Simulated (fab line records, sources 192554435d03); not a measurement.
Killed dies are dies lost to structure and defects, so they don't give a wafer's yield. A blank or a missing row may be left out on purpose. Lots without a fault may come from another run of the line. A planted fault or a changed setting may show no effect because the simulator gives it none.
Which tool did it? | flow n5_finfet | 15 lots, 45 wafers sampled, at 4 steps of a route of 1938

WHAT THE GAUGES READ, wafer by wafer
N5_MIM_TOP_LITHO_INSPECT_12: inspects for defects (macro). Usual: raw_defect_count 2.0, standard deviation 1.4.
lot  | measured     | on                | raw_defect_count | flag
L783 | day 11 06:49 | defect_inspect-01 | 2 2 5            |
L782 | day 12 00:29 | defect_inspect-02 | 3 4 2            |
L785 | day 12 01:10 | defect_inspect-01 | 1 6 5            |
L788 | day 12 22:41 | defect_inspect-01 | 1 2 0            |
L789 | day 13 07:11 | defect_inspect-02 | 2 1 6            |
L790 | day 13 10:29 | defect_inspect-01 | 2 2 2            |
L791 | day 13 15:36 | defect_inspect-02 | 2 2 1            |
L792 | day 14 05:05 | defect_inspect-01 | 3 1 3            |
L793 | day 14 09:45 | defect_inspect-02 | 2 4 3            |
L798 | day 16 02:12 | defect_inspect-02 | 4 2 3            |
L801 | day 16 20:24 | defect_inspect-01 | 3 1 0            |
L802 | day 16 21:41 | defect_inspect-01 | 2 3 2            |
L803 | day 17 01:31 | defect_inspect-01 | 1 1 0            |
L804 | day 17 09:52 | defect_inspect-02 | 1 2 2            |
L805 | day 18 07:45 | defect_inspect-02 | 2 0 2            |

N5_PASSIVATION_INSPECT_57: inspects for defects (macro). Usual: raw_defect_count 1.9, standard deviation 1.5.
lot  | measured     | on                | raw_defect_count | flag
L783 | day 11 16:43 | defect_inspect-02 | 0 2 3            |
L782 | day 12 10:08 | defect_inspect-01 | 0 1 2            |
L785 | day 12 12:07 | defect_inspect-01 | 0 0 3            |
L788 | day 13 09:45 | defect_inspect-02 | 1 4 2            |
L789 | day 13 17:22 | defect_inspect-01 | 0 2 2            |
L790 | day 13 21:03 | defect_inspect-02 | 2 0 3            |
L798 | day 16 14:17 | defect_inspect-02 | 1 0 2            |
L801 | day 17 06:22 | defect_inspect-01 | 4 2 3            |
L802 | day 17 07:03 | defect_inspect-01 | 0 4 3            |
L803 | day 17 11:17 | defect_inspect-01 | 1 1 0            |
L804 | day 17 20:32 | defect_inspect-02 | 5 1 3            |
L805 | day 18 17:41 | defect_inspect-02 | 2 1 2            |

WHICH TOOL RAN EACH LOT (tool, then ch and the chambers of the sampled wafers, then the start)
lot  | N5_MIM_BOT_LITHO_DESCUM_10         | N5_PASSIVATION_EXPOSE_41
L783 | rie_diel-06 ch 1,2,3, day 11 07:35 | krf_scanner-01 ch 0, day 11 13:02
L782 | rie_diel-02 ch 0,2,3, day 12 01:31 | krf_scanner-01 ch 0, day 12 06:29
L785 | rie_diel-02 ch 1,2,3, day 12 02:20 | krf_scanner-01 ch 0, day 12 08:02
L788 | rie_diel-06 ch 0,3, day 12 23:57   | krf_scanner-01 ch 0, day 13 06:05
L789 | rie_diel-06 ch 0,1,3, day 13 08:05 | krf_scanner-02 ch 0, day 13 13:40
L790 | rie_diel-06 ch 0,1,3, day 13 11:22 | krf_scanner-01 ch 0, day 13 17:23
L791 | rie_diel-02 ch 0,2,3, day 13 16:38 | krf_scanner-01, day 13 22:10
L792 | rie_diel-02 ch 1,2,3, day 14 05:59 | krf_scanner-01, day 14 10:52
L793 | rie_diel-05 ch 0,2,3, day 14 10:46 | krf_scanner-01, day 14 15:55
L798 | rie_diel-06 ch 0,1, day 16 02:58   | krf_scanner-02 ch 0, day 16 10:37
L801 | rie_diel-02 ch 0,1,2, day 16 21:10 | krf_scanner-02 ch 0, day 17 02:41
L802 | rie_diel-05 ch 0,2, day 16 22:42   | krf_scanner-02 ch 0, day 17 03:22
L803 | rie_diel-05 ch 1,2,3, day 17 02:28 | krf_scanner-01 ch 0, day 17 07:36
L804 | rie_diel-02 ch 0,3, day 17 10:44   | krf_scanner-01 ch 0, day 17 16:34
L805 | rie_diel-02 ch 0,2, day 18 08:31   | krf_scanner-01 ch 0, day 18 14:02
- N5_MIM_BOT_LITHO_DESCUM_10: chemistry O2, time 7.9 s.
- N5_PASSIVATION_EXPOSE_41: exposes mask PASS OPEN, defocus 0 nm, target cd 40000 nm.

WHAT THE TOOLS THEMSELVES READ (means of the sampled wafers that have a number; where no wafer has one, the mark that the record gives instead)
N5_MIM_BOT_LITHO_DESCUM_10. Usual: drypump_motor_current_A 5.6 A, standard deviation 0.53; oes_product_au 0.80 a.u., standard deviation 0.077; rf_vpp_V 243.2 V, standard deviation 1.4; showerhead_plenum_p_Torr 2.10 Torr, standard deviation 0.079; throttle_valve_pct 20.30 %, standard deviation 0.28.
lot  | tool        | drypump_motor_current_A (A) | oes_product_au (a.u.) | rf_vpp_V (V) | showerhead_plenum_p_Torr (Torr) | throttle_valve_pct (%) | flag
L783 | rie_diel-06 | 6.0                         | 0.77                  | 242.0        | 2.07                            | 20.69                  |
L782 | rie_diel-02 | 5.6                         | 0.80                  | 243.2        | 2.12                            | 20.14                  |
L785 | rie_diel-02 | 5.7                         | 0.77                  | 243.4        | 2.16                            | 20.30                  |
L788 | rie_diel-06 | 6.1                         | 0.74                  | 244.5        | 2.18                            | 20.63                  |
L789 | rie_diel-06 | 5.6                         | 0.81                  | 244.1        | 2.14                            | 20.36                  |
L790 | rie_diel-06 | 5.6                         | 0.80                  | 243.5        | 2.14                            | 20.37                  |
L791 | rie_diel-02 | 5.6                         | 0.79                  | 243.5        | 2.11                            | 20.18                  |
L792 | rie_diel-02 | 5.7                         | 0.83                  | 243.6        | 2.15                            | 20.22                  |
L793 | rie_diel-05 | 5.4                         | 0.79                  | 242.4        | 2.05                            | 20.26                  |
L798 | rie_diel-06 | 5.1                         | 0.83                  | 243.3        | 2.09                            | 20.14                  |
L801 | rie_diel-02 | 5.6                         | 0.80                  | 243.3        | 2.12                            | 20.25                  |
L802 | rie_diel-05 | 5.5                         | 0.73                  | 242.5        | 2.05                            | 20.37                  |
L803 | rie_diel-05 | 5.3                         | 0.79                  | 242.4        | 2.05                            | 20.18                  |
L804 | rie_diel-02 | 5.7                         | 0.74                  | 242.5        | 2.03                            | 20.22                  |
L805 | rie_diel-02 | 5.6                         | 0.77                  | 242.7        | 2.08                            | 20.21                  |

N5_PASSIVATION_EXPOSE_41. Usual: exposure_dose_mJ_cm2 57.25, standard deviation 0.057; focus_offset_nm 0.0 nm, standard deviation 0.47.
lot  | tool           | exposure_dose_mJ_cm2 | focus_offset_nm (nm) | flag
L783 | krf_scanner-01 | 57.24                | -0.1                 |
L782 | krf_scanner-01 | 57.27                | 0.2                  |
L785 | krf_scanner-01 | 57.19                | -0.2                 |
L788 | krf_scanner-01 | 57.26                | 0.0                  |
L789 | krf_scanner-02 | 57.21                | 0.2                  |
L790 | krf_scanner-01 | 57.24                | 0.3                  |
L791 | krf_scanner-01 | -                    | -                    | OFF
L792 | krf_scanner-01 | -                    | -                    | OFF
L793 | krf_scanner-01 | -                    | -                    | OFF
L798 | krf_scanner-02 | 57.21                | 0.1                  |
L801 | krf_scanner-02 | 57.28                | -0.4                 |
L802 | krf_scanner-02 | 57.20                | -0.5                 |
L803 | krf_scanner-01 | 57.17                | -0.2                 |
L804 | krf_scanner-01 | 57.30                | -0.6                 |
L805 | krf_scanner-01 | 57.23                | 0.2                  |

THE ANSWER, worked out from the rows above alone
Rule: a lot is off if the mean of its wafers that have a number lies more than 3 standard deviations from the usual mean. A lot without any number at a reading at which 4 lots or more have one is off too. The other lots that the step has rows for count as sound. The gauges are gone through in route order, then the tools' own readings, and for those a lot's mean is taken as printed above. The first step at which some lot is off is used, and at that step the reading that is off furthest; a lot without a number counts as furthest.
Off: L791, L792, L793, at N5_PASSIVATION_EXPOSE_41 (exposure_dose_mJ_cm2). Without a number there: L791, L792, L793.
A tool fits if, at that step or a process step before it, it ran every lot that is off, and no sound lot after the first of them. None of those tried fits.

WHAT THE SIMULATOR HAD PUT IN
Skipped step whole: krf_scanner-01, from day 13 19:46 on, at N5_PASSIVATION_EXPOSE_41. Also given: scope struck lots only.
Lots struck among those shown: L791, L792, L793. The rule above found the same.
